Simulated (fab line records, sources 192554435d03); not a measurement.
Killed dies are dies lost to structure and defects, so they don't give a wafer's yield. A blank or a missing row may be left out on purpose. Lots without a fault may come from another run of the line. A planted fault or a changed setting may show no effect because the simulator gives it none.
Split-lot experiment | flow n5_finfet | 7 lots, 21 wafers read, on a route of 1938 steps

THE SPLIT
At N5_SD_EPI_P_EPI_21 (deposits SiGe:B, time 355 s), the setting time_s was moved away from the recipe's 355 s on 7 of the 21 wafers read, by -17.5% to +13.3%. The other wafers ran this setting at the recipe's value.

FROM THE SPLIT TO THE READING: what the file shows between them, 6 steps
- N5_SD_EPI_P_EPI_MEAS_23
- N5_SD_EPI_P_HM_STRIP_48: strips SiNx in H3PO4, material SiNx, target depth 3 nm
- N5_SD_EPI_P_SRD_49: time 30 s
- N5_SD_EPI_P_PRECLEAN_24: cleans in O3/DIW, time 45 s
- N5_SD_ACTIVATION_RTA_00: time 0 s
- N5_SD_ACTIVATION_LSA_01: time 0.0008 s

THE READING
RS_SD_P, in ohm/sq, at N5_SD_ACTIVATION_RS_MEAS_03 (measures by four-point-probe). Fault-free wafers of this fab line usually give 55.9 ohm/sq, standard deviation 0.85 ohm/sq.

wafer  | tool, chamber at the split | time_s as run, s | against the recipe | RS_SD_P, ohm/sq | against lot-mates on the recipe
L075.1 | epi_rpcvd-01, 0            | 402.3            | +13.3%             | 50.6            | -4.6
L075.4 | epi_rpcvd-01, 0            | 355              | recipe             | 55.6            | -
L075.6 | epi_rpcvd-01, 0            | 355              | recipe             | 54.9            | -
L076.1 | epi_rpcvd-04, 0            | 355              | recipe             | 55.4            | -
L076.4 | epi_rpcvd-04, 0            | 355              | recipe             | 55.5            | -
L076.6 | epi_rpcvd-04, 0            | 309.7            | -12.8%             | 60.5            | +5.0
L078.1 | epi_rpcvd-03, 0            | 355              | recipe             | 56.7            | -
L078.2 | epi_rpcvd-03, 0            | 355              | recipe             | 55.8            | -
L078.6 | epi_rpcvd-03, 0            | 402.2            | +13.3%             | 51.1            | -5.1
L085.1 | epi_rpcvd-03, 0            | 384.6            | +8.3%              | 54.0            | -2.3
L085.4 | epi_rpcvd-03, 0            | 355              | recipe             | 56.3            | -
L085.5 | epi_rpcvd-03, 0            | 384.6            | +8.3%              | 52.8            | -3.5
L089.3 | epi_rpcvd-03, 0            | 292.9            | -17.5%             | 64.3            | +8.8
L089.5 | epi_rpcvd-03, 0            | 292.9            | -17.5%             | 63.1            | +7.6
L089.6 | epi_rpcvd-03, 0            | 355              | recipe             | 55.5            | -
L093.4 | epi_rpcvd-01, 0            | 355              | recipe             | 56.2            | -
L093.5 | epi_rpcvd-01, 0            | 355              | recipe             | 55.4            | -
L093.6 | epi_rpcvd-01, 0            | 355              | recipe             | 55.8            | -
L097.3 | epi_rpcvd-03, 0            | 355              | recipe             | 55.0            | -
L097.5 | epi_rpcvd-03, 0            | 355              | recipe             | 55.1            | -
L097.6 | epi_rpcvd-03, 0            | 355              | recipe             | 55.8            | -

THE FIT
A straight line over all 21 wafers: RS_SD_P changes by -0.4 ohm/sq for each +1% of time_s; r = -0.98; the points scatter about the line by 0.69 ohm/sq.
The same after taking each lot's own level away (the mean of its wafers on the recipe; 21 wafers): -0.417 ohm/sq for each +1%; r = -0.99; scatter 0.53 ohm/sq.
On that fit, the largest move of time_s shifts the reading by 7.3 ohm/sq.
The lots' own levels span 55.25 to 56.30 ohm/sq, that is 1.2 times the standard deviation above.
So the lot-to-lot level changes the slope little: the two slopes agree.
Check: with one of the wafers moved furthest among these (-17.5%) left out of the fit, the line predicts +6.97 ohm/sq for it against its lot-mates. It came out at +8.8 ohm/sq against them.

THE WHOLE CHAIN: every reading that the file lists as answering this split, in the file's order
step                        | what it does                                           | reading                                                                           | change (the file's fit)               | r (the file's)
N5_SD_EPI_P_EPI_21          | deposits SiGe:B, time 355 s                            | SiGe-B_of_SD_EPI_P_EPI_21.thk_nm (the simulator's own value, which no gauge read) | +0.416 nm for each +1% of the setting | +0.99
N5_SD_EPI_P_EPI_MEAS_23     |                                                        | thk_nm                                                                            | withheld for each +1% of the setting  | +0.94
N5_SD_EPI_P_HM_STRIP_48     | strips SiNx in H3PO4, material SiNx, target depth 3 nm | SiGe-B_of_SD_EPI_P_EPI_21.thk_nm (the simulator's own value, which no gauge read) | +0.414 nm for each +1% of the setting | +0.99
N5_SD_ACTIVATION_RS_MEAS_03 | measures by four-point-probe                           | RS_SD_P                                                                           | -0.407 for each +1% of the setting    | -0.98

THE FILE'S OWN FIT
RS_SD_P changes by -0.407 ohm/sq for each +1% of time_s, r = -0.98.
